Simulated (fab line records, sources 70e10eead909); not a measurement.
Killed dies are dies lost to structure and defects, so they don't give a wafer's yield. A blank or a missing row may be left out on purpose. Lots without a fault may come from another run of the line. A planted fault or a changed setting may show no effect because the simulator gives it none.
Chamber matching | flow nand_harc | NHARC_A_STAIRCASE_CMP_152 on cmp-01: 4 sister chambers
The step polishes. 8 wafers are shown with their chamber, then 12 later ones without.

WAFERS WITH THEIR CHAMBER
wafer  | chamber | motor_current_A (A)
L080.5 | 3       | 12.9
L083.5 | 3       | 12.7
L083.6 | 2       | 11.5
L081.2 | 1       | 11.6
L081.5 | 0       | 10.5
L085.1 | 0       | 10.1
L085.5 | 2       | 12.1
L085.6 | 1       | 12.0

WAFERS WITHOUT THEIR CHAMBER
wafer  | motor_current_A (A)
L092.1 | 12.3
L092.3 | 10.5
L092.5 | 12.9
L097.1 | 11.6
L097.2 | 10.5
L097.6 | 12.9
L096.2 | 12.4
L096.3 | 11.4
L096.5 | 12.1
L096.1 | 10.6
L096.4 | 13.5
L096.6 | 12.3

WHICH CHAMBER EACH WENT THROUGH
wafer  | from the rows above          | in truth
L092.1 | can't be placed: 1 or 2 or 3 | 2
L092.3 | 0                            | 0
L092.5 | 3                            | 3
L097.1 | can't be placed: 1 or 2      | 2
L097.2 | 0                            | 0
L097.6 | 3                            | 3
L096.2 | can't be placed: 3 or 1 or 2 | 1
L096.3 | can't be placed: 1 or 2      | 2
L096.5 | can't be placed: 1 or 2 or 3 | 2
L096.1 | 0                            | 0
L096.4 | 3                            | 3
L096.6 | can't be placed: 1 or 2 or 3 | 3
Placed correctly: 6 of 12. Can't be placed from these rows: 6 (the true chamber is among the candidates in 6). Placed wrongly: 0.
How it was worked out, from the rows above alone: a wafer's distance from a chamber is the root of the sum, over the readings, of the square of ((its reading less the chamber's mean) divided by the reading's scatter). The wafer belongs to the nearest chamber; if the next one is less than 2 further off, it can't be placed. A chamber's mean is the mean of its shown wafers. The scatter: the root of (the sum of the squares of (reading less its chamber's mean) over the shown wafers, divided by (wafers less chambers)).
